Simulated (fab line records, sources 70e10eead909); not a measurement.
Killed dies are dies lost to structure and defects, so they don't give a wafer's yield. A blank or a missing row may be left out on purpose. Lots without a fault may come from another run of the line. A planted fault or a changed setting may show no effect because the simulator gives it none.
Chamber matching | flow nand_harc | NHARC_A_STAIRCASE_DEP_151 on pecvd-02: 3 sister chambers
The step deposits SiO2, target thk 3800 nm. 6 wafers are shown with their chamber, then 8 later ones without.

WAFERS WITH THEIR CHAMBER
wafer  | chamber | heater_power_w (W)
L083.2 | 2       | 829
L083.6 | 2       | 712
L085.6 | 0       | 559
L088.4 | 0       | 548
L088.5 | 1       | 574
L091.4 | 1       | 581

WAFERS WITHOUT THEIR CHAMBER
wafer  | heater_power_w (W)
L091.5 | 570
L091.6 | 731
L090.3 | 752
L090.5 | 554
L090.6 | 712
L096.1 | 712
L096.2 | 700
L096.4 | 549

WHICH CHAMBER EACH WENT THROUGH
wafer  | from the rows above          | in truth
L091.5 | can't be placed: 1 or 0      | 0
L091.6 | 2                            | 2
L090.3 | 2                            | 2
L090.5 | can't be placed: 0 or 1      | 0
L090.6 | can't be placed: 2 or 1      | 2
L096.1 | can't be placed: 2 or 1      | 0
L096.2 | can't be placed: 2 or 1 or 0 | 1
L096.4 | can't be placed: 0 or 1      | 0
Placed correctly: 2 of 8. Can't be placed from these rows: 6 (the true chamber is among the candidates in 5). Placed wrongly: 0.
How it was worked out, from the rows above alone: a wafer's distance from a chamber is the root of the sum, over the readings, of the square of ((its reading less the chamber's mean) divided by the reading's scatter). The wafer belongs to the nearest chamber; if the next one is less than 2 further off, it can't be placed. A chamber's mean is the mean of its shown wafers. The scatter: the root of (the sum of the squares of (reading less its chamber's mean) over the shown wafers, divided by (wafers less chambers)).
